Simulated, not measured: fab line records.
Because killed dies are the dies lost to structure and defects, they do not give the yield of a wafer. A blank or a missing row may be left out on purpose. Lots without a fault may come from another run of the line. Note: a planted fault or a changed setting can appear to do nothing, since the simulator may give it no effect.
Which tool is to blame? / flow n5Finfet / 30 wafers from 10 lots sampled at 2 of the route's 1938 steps

WHAT EACH GAUGE READ, for each wafer
N5_PASSIVATION_CD_MEAS_10: the cd target is 3000 nm.
lot=L672; measured=day 12 01:41; on=cdSem-02; cdNm (nm)=2998.6 3000.0 2998.7
lot=L676; measured=day 12 13:02; on=cdSem-02; cdNm (nm)=3001.1 3002.0 3001.7
lot=L674; measured=day 12 12:53; on=cdSem-02; cdNm (nm)=2999.5 3000.7 3002.6
lot=L677; measured=day 13 12:50; on=cdSem-03; cdNm (nm)=2997.2 2998.7 3001.4
lot=L683; measured=day 14 13:15; on=cdSem-03; cdNm (nm)=3000.9 2998.4 2998.8
lot=L685; measured=day 15 09:56; on=cdSem-03; cdNm (nm)=3002.7 3003.4 3001.6
lot=L684; measured=day 15 11:56; on=cdSem-01; cdNm (nm)=2998.9 2999.6 2999.3
lot=L690; measured=day 16 02:19; on=cdSem-01; cdNm (nm)=3001.1 3004.3 3003.6
lot=L691; measured=day 16 19:53; on=cdSem-02; cdNm (nm)=2996.5 2999.2 2999.2
lot=L694; measured=day 17 11:47; on=cdSem-01; cdNm (nm)=3000.0 3003.4 2998.8

WHICH TOOL RAN EACH LOT (tool, then ch and the chambers of the sampled wafers, then the start)
lot=L672; N5_MIM_BOT_ETCH_STRIP_01=rieDiel-01 ch 0,1, day 12 00:43
lot=L676; N5_MIM_BOT_ETCH_STRIP_01=rieDiel-01 ch 0,1,2, day 12 08:49
lot=L674; N5_MIM_BOT_ETCH_STRIP_01=rieDiel-01 ch 0,1,2, day 12 11:13
lot=L677; N5_MIM_BOT_ETCH_STRIP_01=rieDiel-06 ch 1,2,3, day 13 11:49
lot=L683; N5_MIM_BOT_ETCH_STRIP_01=rieDiel-03 ch 1,2, day 14 11:58
lot=L685; N5_MIM_BOT_ETCH_STRIP_01=rieDiel-03 ch 0,1,3, day 15 08:55
lot=L684; N5_MIM_BOT_ETCH_STRIP_01=rieDiel-03 ch 0,3, day 15 09:36
lot=L690; N5_MIM_BOT_ETCH_STRIP_01=rieDiel-06 ch 1,2,3, day 16 01:20
lot=L691; N5_MIM_BOT_ETCH_STRIP_01=rieDiel-06 ch 0,1,3, day 16 16:32
lot=L694; N5_MIM_BOT_ETCH_STRIP_01=rieDiel-06 ch 0,2, day 17 10:08
- N5_MIM_BOT_ETCH_STRIP_01: strips in O2.

WHAT THE TOOLS THEMSELVES READ (means of the sampled wafers that have a number; where no wafer has one, the mark that the record gives instead)
N5_MIM_BOT_ETCH_STRIP_01.
lot=L672; tool=rieDiel-01; chamberPressureMTorr (mTorr)=29.98; drypumpMotorCurrentA (A)=5.7; oesProductAu (a.u.)=0.82; rfVppV (V)=4.7; showerheadPlenumPTorr (Torr)=2.05; tempC (C)=59.92; throttleValvePct (%)=16.67
lot=L676; tool=rieDiel-01; chamberPressureMTorr (mTorr)=30.07; drypumpMotorCurrentA (A)=5.5; oesProductAu (a.u.)=0.78; rfVppV (V)=3.7; showerheadPlenumPTorr (Torr)=2.10; tempC (C)=60.08; throttleValvePct (%)=16.81
lot=L674; tool=rieDiel-01; chamberPressureMTorr (mTorr)=30.05; drypumpMotorCurrentA (A)=5.5; oesProductAu (a.u.)=0.78; rfVppV (V)=4.3; showerheadPlenumPTorr (Torr)=2.10; tempC (C)=59.97; throttleValvePct (%)=16.80
lot=L677; tool=rieDiel-06; chamberPressureMTorr (mTorr)=29.97; drypumpMotorCurrentA (A)=5.2; oesProductAu (a.u.)=0.77; rfVppV (V)=2.5; showerheadPlenumPTorr (Torr)=2.06; tempC (C)=60.03; throttleValvePct (%)=16.73
lot=L683; tool=rieDiel-03; chamberPressureMTorr (mTorr)=30.05; drypumpMotorCurrentA (A)=5.5; oesProductAu (a.u.)=0.89; rfVppV (V)=3.2; showerheadPlenumPTorr (Torr)=2.17; tempC (C)=60.11; throttleValvePct (%)=16.45
lot=L685; tool=rieDiel-03; chamberPressureMTorr (mTorr)=30.10; drypumpMotorCurrentA (A)=5.6; oesProductAu (a.u.)=0.83; rfVppV (V)=4.0; showerheadPlenumPTorr (Torr)=2.10; tempC (C)=60.00; throttleValvePct (%)=16.62
lot=L684; tool=rieDiel-03; chamberPressureMTorr (mTorr)=29.96; drypumpMotorCurrentA (A)=5.9; oesProductAu (a.u.)=0.87; rfVppV (V)=3.9; showerheadPlenumPTorr (Torr)=2.14; tempC (C)=59.85; throttleValvePct (%)=16.73
lot=L690; tool=rieDiel-06; chamberPressureMTorr (mTorr)=30.00; drypumpMotorCurrentA (A)=5.2; oesProductAu (a.u.)=0.75; rfVppV (V)=4.2; showerheadPlenumPTorr (Torr)=2.05; tempC (C)=59.91; throttleValvePct (%)=16.78
lot=L691; tool=rieDiel-06; chamberPressureMTorr (mTorr)=29.99; drypumpMotorCurrentA (A)=5.1; oesProductAu (a.u.)=0.83; rfVppV (V)=4.4; showerheadPlenumPTorr (Torr)=2.09; tempC (C)=59.91; throttleValvePct (%)=16.64
lot=L694; tool=rieDiel-06; chamberPressureMTorr (mTorr)=29.91; drypumpMotorCurrentA (A)=5.1; oesProductAu (a.u.)=0.91; rfVppV (V)=3.4; showerheadPlenumPTorr (Torr)=2.09; tempC (C)=60.08; throttleValvePct (%)=16.70

THE ANSWER, worked out from the rows above alone
Rule: the lots themselves supply what counts as usual. Put in order of their means at a reading, lots are off if they are a third of the lots or fewer, leave a main group of 4 or more, and stand apart from it by a gap of 3 or more times the standard deviation of the main group's means; of several such gaps the widest counts. Not used: any main group whose means are identical at the precision the tables above print for the reading. A lot without any number at a reading at which 4 lots or more have one is off too. The other lots that the step has rows for count as sound. Order of review: gauges by route order, followed by the tools' own readings, for which a lot's mean as printed above is used. At the first step where some lot is off, the reading lying furthest off is the one used; lots without a number count as furthest.
None of the lots is off at any reading shown; this tells nothing.

WHAT THE SIMULATOR PUT IN
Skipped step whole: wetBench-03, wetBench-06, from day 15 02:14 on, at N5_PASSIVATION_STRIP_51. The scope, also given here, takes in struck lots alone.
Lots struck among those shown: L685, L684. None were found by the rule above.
